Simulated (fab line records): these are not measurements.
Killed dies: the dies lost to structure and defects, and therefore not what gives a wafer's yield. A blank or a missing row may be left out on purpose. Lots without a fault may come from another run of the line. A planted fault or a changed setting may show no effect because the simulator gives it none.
Which of the tools did it?	flow n5 finfet	24 lots, 72 wafers sampled, at 6 steps of a route of 1938

## WHAT THE GAUGES READ, wafer by wafer
N5_BEOL_M12_CD_MEAS_28: the cd target is 160.2 nm.
lot	measured	on	cd nm (nm)
L075	day 9 21:46	cd sem-02	162.8 163.9 162.7
L074	day 10 21:29	cd sem-01	158.1 156.9 159.3
L076	day 11 01:05	cd sem-02	159.7 163.2 160.4
L078	day 11 12:06	cd sem-02	158.2 159.8 161.0
L077	day 11 12:35	cd sem-03	161.1 160.4 159.8
L079	day 12 02:18	cd sem-02	159.2 157.3 160.2
L081	day 12 09:14	cd sem-02	160.3 160.2 160.2
L080	day 12 10:09	cd sem-03	163.1 161.9 162.0
L083	day 12 16:09	cd sem-01	161.8 162.8 160.4
L082	day 12 17:19	cd sem-03	161.7 162.5 162.3
L084	day 12 17:42	cd sem-03	158.9 160.0 158.6
L086	day 13 20:25	cd sem-01	163.8 164.8 162.7
L085	day 13 21:11	cd sem-01	160.4 159.1 160.7
L087	day 14 00:41	cd sem-03	160.3 159.6 158.7
L088	day 14 01:34	cd sem-02	161.1 161.3 159.6
L090	day 14 07:23	cd sem-01	161.2 161.9 160.3
L089	day 14 13:43	cd sem-02	162.0 160.2 161.0
L091	day 14 18:52	cd sem-01	159.9 161.8 159.9
L092	day 15 04:31	cd sem-02	160.6 160.9 160.5
L093	day 15 09:27	cd sem-02	161.2 161.2 161.5
L094	day 15 11:56	cd sem-03	160.0 160.0 160.7
L095	day 15 19:47	cd sem-02	160.7 160.9 161.6
L096	day 15 21:23	cd sem-02	160.8 160.2 159.8
L097	day 16 02:14	cd sem-02	161.2 159.5 160.4

N5_BEOL_M12_THK_MEAS_50: measures by xrf.
lot	measured	on	M12_THK (nm)
L075	day 10 02:08	film metro-01	326 327 331
L074	day 10 23:49	film metro-01	314 317 322
L076	day 11 05:24	film metro-02	311 306 310
L078	day 11 16:43	film metro-02	315 314 310
L077	day 11 16:59	film metro-02	313 327 326
L079	day 12 06:16	film metro-02	305 308 307
L081	day 12 15:18	film metro-01	314 312 313
L080	day 12 13:59	film metro-01	327 330 320
L083	day 12 20:44	film metro-02	325 328 318
L082	day 12 21:01	film metro-01	316 316 307
L084	day 12 21:02	film metro-02	322 319 313
L086	day 14 00:40	film metro-01	325 329 323
L085	day 14 01:04	film metro-01	331 330 325
L087	day 14 02:51	film metro-02	322 314 314
L088	day 14 06:19	film metro-02	320 324 327
L090	day 14 10:49	film metro-01	318 310 311
L089	day 14 19:28	film metro-01	324 321 324
L091	day 14 23:16	film metro-02	328 325 331
L092	day 15 08:27	film metro-02	320 323 326
L093	day 15 14:25	film metro-02	326 320 326
L094	day 15 15:41	film metro-01	307 307 309
L095	day 16 01:23	film metro-02	326 327 327
L096	day 16 04:08	film metro-01	330 320 329
L097	day 16 04:43	film metro-01	326 328 320

N5_BEOL_M12_INSPECT_55: inspects for defects (darkfield).
lot	measured	on	raw defect count
L075	day 10 02:17	defect inspect-02	99 90 67
L074	day 11 00:00	defect inspect-02	53 114 59
L076	day 11 05:33	defect inspect-01	85 77 65
L078	day 11 16:54	defect inspect-01	110 77 55
L077	day 11 17:10	defect inspect-01	59 57 47
L079	day 12 06:26	defect inspect-02	95 124 85
L081	day 12 15:27	defect inspect-02	58 62 67
L080	day 12 14:08	defect inspect-02	47 76 64
L083	day 12 20:55	defect inspect-02	57 95 53
L082	day 12 21:11	defect inspect-01	35 82 98
L084	day 12 21:14	defect inspect-01	60 40 51
L086	day 14 00:49	defect inspect-01	56 91 114
L085	day 14 01:13	defect inspect-02	70 51 52
L087	day 14 03:00	defect inspect-02	64 55 97
L088	day 14 06:28	defect inspect-02	68 62 88
L090	day 14 10:58	defect inspect-02	54 58 47
L089	day 14 19:37	defect inspect-01	72 80 45
L091	day 14 23:25	defect inspect-02	58 65 97
L092	day 15 08:37	defect inspect-01	66 56 122
L093	day 15 14:35	defect inspect-02	54 60 133
L094	day 15 15:50	defect inspect-02	103 63 77
L095	day 16 01:32	defect inspect-02	85 68 68
L096	day 16 04:18	defect inspect-02	39 43 47
L097	day 16 04:52	defect inspect-02	64 52 49

## WHAT TOOL EACH LOT RAN ON (gives the tool, then ch and the chambers of the sampled wafers, and finally the start)
lot	N5_BEOL_M12_STRIP_64	N5_BEOL_M12_DESCUM_33	N5_BEOL_M12_SPUTTER_43
L075	plasma asher-02 ch 1, day 9 21:18	rie diel-03 ch 0,2,3, day 9 21:59	pvd sputter-02, day 10 01:07
L074	plasma asher-01 ch 0,1, day 10 21:00	rie diel-05 ch 1,2, day 10 21:34	pvd sputter-03, day 10 22:49
L076	plasma asher-02 ch 0,1, day 11 00:29	rie diel-05 ch 0,1,3, day 11 01:18	pvd sputter-01, day 11 04:17
L078	plasma asher-02 ch 0,1, day 11 11:35	rie diel-05 ch 1,2,3, day 11 12:11	pvd sputter-01, day 11 15:05
L077	plasma asher-02 ch 0,1, day 11 12:07	rie diel-03 ch 1,2, day 11 12:41	pvd sputter-02, day 11 15:20
L079	plasma asher-02 ch 0,1, day 12 01:39	rie diel-05 ch 1,2, day 12 02:23	pvd sputter-01, day 12 04:32
L081	plasma asher-02 ch 0,1, day 12 08:38	rie diel-05 ch 0,3, day 12 09:19	pvd sputter-03, day 12 14:17
L080	plasma asher-02 ch 0,1, day 12 09:33	rie diel-04 ch 0,1,3, day 12 10:14	pvd sputter-03, day 12 12:59
L083	plasma asher-01 ch 0,1, day 12 15:34	rie diel-04 ch 0,1,2, day 12 16:14	pvd sputter-01, day 12 19:19
L082	plasma asher-01 ch 0, day 12 16:50	rie diel-05 ch 0,2,3, day 12 17:24	pvd sputter-03, day 12 19:29
L084	plasma asher-01 ch 0,1, day 12 17:06	rie diel-04 ch 0,1,3, day 12 17:47	pvd sputter-03, day 12 19:48
L086	plasma asher-01 ch 0, day 13 19:56	rie diel-04 ch 0,3, day 13 20:38	pvd sputter-03, day 13 23:38
L085	plasma asher-01 ch 0,1, day 13 20:35	rie diel-04 ch 0,3, day 13 21:16	pvd sputter-03, day 14 00:03
L087	plasma asher-02 ch 0,1, day 14 00:10	rie diel-03 ch 1,2, day 14 00:48	pvd sputter-01, day 14 01:50
L088	plasma asher-02 ch 0,1, day 14 00:58	rie diel-04 ch 0,2,3, day 14 01:47	pvd sputter-03, day 14 05:12
L090	plasma asher-01 ch 0,1, day 14 06:47	rie diel-05 ch 0,1,3, day 14 08:08	pvd sputter-03, day 14 09:23
L089	plasma asher-02 ch 0,1, day 14 13:07	rie diel-04 ch 0,2, day 14 13:49	pvd sputter-01, day 14 17:08
L091	plasma asher-01 ch 0,1, day 14 18:24	rie diel-04 ch 0,3, day 14 18:56	pvd sputter-03, day 14 22:07
L092	plasma asher-01 ch 0,1, day 15 04:03	rie diel-03 ch 1,2,3, day 15 04:37	pvd sputter-01, day 15 07:14
L093	plasma asher-02 ch 0,1, day 15 08:59	rie diel-03 ch 1,2,3, day 15 10:14	pvd sputter-01, day 15 13:24
L094	plasma asher-02 ch 0,1, day 15 11:28	rie diel-05 ch 0,1,3, day 15 12:01	pvd sputter-02, day 15 14:38
L095	plasma asher-01 ch 0, day 15 19:19	rie diel-03 ch 0,3, day 15 19:52	pvd sputter-02, day 16 00:23
L096	plasma asher-01 ch 0,1, day 15 20:55	rie diel-03 ch 0,1,2, day 15 21:28	pvd sputter-01, day 16 03:05
L097	plasma asher-01 ch 0,1, day 16 01:46	rie diel-04 ch 0,2,3, day 16 02:20	pvd sputter-02, day 16 03:42
- N5_BEOL_M12_STRIP_64: strips in N2/H2.
- N5_BEOL_M12_DESCUM_33: chemistry O2, time 7.9 s.
- N5_BEOL_M12_SPUTTER_43: material TaN, target thk 15 nm, time 24.19 s.

## AS READ BY THE TOOLS THEMSELVES (means over the sampled wafers that have a number; for cases with no such wafer, the mark the record gives instead)
N5_BEOL_M12_STRIP_64.
lot	tool	drypump motor current A (A)	heater power w (W)	oes product au (a.u.)	strip time to endpoint s (s)
L075	plasma asher-02	6.56	326	0.715	31.46
L074	plasma asher-01	6.28	360	0.716	31.30
L076	plasma asher-02	6.37	330	0.718	31.39
L078	plasma asher-02	6.47	335	0.717	31.34
L077	plasma asher-02	6.47	324	0.713	31.27
L079	plasma asher-02	6.35	327	0.717	31.28
L081	plasma asher-02	6.47	330	0.719	31.42
L080	plasma asher-02	6.46	332	0.711	31.29
L083	plasma asher-01	6.28	361	0.711	31.37
L082	plasma asher-01	6.60	404	0.716	31.30
L084	plasma asher-01	6.26	361	0.714	31.25
L086	plasma asher-01	6.60	408	0.716	31.28
L085	plasma asher-01	6.43	389	0.714	31.40
L087	plasma asher-02	6.45	328	0.714	31.32
L088	plasma asher-02	6.46	329	0.718	31.38
L090	plasma asher-01	6.23	361	0.718	31.31
L089	plasma asher-02	6.47	325	0.710	31.32
L091	plasma asher-01	6.42	379	0.717	31.19
L092	plasma asher-01	6.41	388	0.714	31.25
L093	plasma asher-02	6.36	337	0.716	31.22
L094	plasma asher-02	6.46	328	0.714	31.33
L095	plasma asher-01	6.61	409	0.716	31.34
L096	plasma asher-01	6.26	360	0.716	31.23
L097	plasma asher-01	6.41	388	0.713	31.34

N5_BEOL_M12_DESCUM_33.
lot	tool	drypump motor current A (A)	oes product au (a.u.)	rf vpp V (V)	showerhead plenum p Torr (Torr)	throttle valve pct (%)
L075	rie diel-03	6.2	0.80	242.4	2.04	20.40
L074	rie diel-05	5.6	0.84	242.3	2.04	20.31
L076	rie diel-05	5.6	0.80	242.9	2.10	20.25
L078	rie diel-05	5.5	0.77	243.3	2.07	20.38
L077	rie diel-03	6.1	0.78	242.8	2.05	20.37
L079	rie diel-05	5.4	0.78	241.2	2.02	20.24
L081	rie diel-05	5.5	0.76	244.2	2.11	20.05
L080	rie diel-04	6.0	0.91	244.2	2.14	20.53
L083	rie diel-04	6.0	0.88	244.4	2.17	20.45
L082	rie diel-05	5.5	0.74	244.0	2.08	20.18
L084	rie diel-04	6.0	0.90	243.2	2.13	20.54
L086	rie diel-04	5.8	0.90	243.4	2.07	20.49
L085	rie diel-04	5.8	0.89	242.4	2.07	20.50
L087	rie diel-03	5.6	0.88	242.2	2.06	20.32
L088	rie diel-04	5.8	0.90	243.4	2.14	20.36
L090	rie diel-05	5.6	0.76	244.0	2.09	20.28
L089	rie diel-04	5.7	0.87	242.7	2.10	20.42
L091	rie diel-04	5.8	0.87	243.1	2.07	20.51
L092	rie diel-03	6.0	0.88	242.5	2.05	20.30
L093	rie diel-03	6.0	0.87	242.9	2.05	20.29
L094	rie diel-05	5.6	0.75	243.5	2.09	20.31
L095	rie diel-03	6.0	0.84	242.6	2.03	20.36
L096	rie diel-03	5.8	0.82	242.9	2.04	20.38
L097	rie diel-04	5.9	0.87	244.1	2.13	20.39

N5_BEOL_M12_SPUTTER_43.
lot	tool	susceptor temp C (C)	throttle valve pct (%)
L075	pvd sputter-02	50.05	30.2
L074	pvd sputter-03	49.93	30.4
L076	pvd sputter-01	49.95	30.0
L078	pvd sputter-01	50.04	30.6
L077	pvd sputter-02	49.90	30.1
L079	pvd sputter-01	49.99	29.8
L081	pvd sputter-03	50.04	31.1
L080	pvd sputter-03	50.10	29.7
L083	pvd sputter-01	50.07	29.9
L082	pvd sputter-03	49.98	30.4
L084	pvd sputter-03	50.02	31.1
L086	pvd sputter-03	50.00	29.7
L085	pvd sputter-03	49.93	30.3
L087	pvd sputter-01	49.91	30.0
L088	pvd sputter-03	49.99	30.5
L090	pvd sputter-03	49.98	30.4
L089	pvd sputter-01	49.97	29.9
L091	pvd sputter-03	49.91	30.4
L092	pvd sputter-01	50.06	29.8
L093	pvd sputter-01	49.96	30.0
L094	pvd sputter-02	50.06	30.3
L095	pvd sputter-02	49.95	30.1
L096	pvd sputter-01	50.03	30.1
L097	pvd sputter-02	49.92	29.5

## THE ANSWER, worked out from the rows above alone
Rule: the usual values come from the lots themselves. The widest of any qualifying gaps counts: lots, ordered by their means at a reading, are off when they make up no more than a third of the lots, leave a main group of 4 or more, and stand apart from it by 3 or more times the standard deviation of that group's means. A main group is skipped when, at the precision printed for the reading in the tables above, its means are all equal. Also off: a lot with no number at a reading for which 4 or more lots have one. All remaining lots with rows at the step are treated as sound. After the gauges, taken in route order, come the tools' own readings; for these a lot's mean is taken, as printed above. The first step at which some lot is off is used, and at that step the reading that is off furthest; a lot without a number counts as furthest.
None of the lots is off at any reading shown; this tells nothing.

## WHAT THE SIMULATOR PUT IN
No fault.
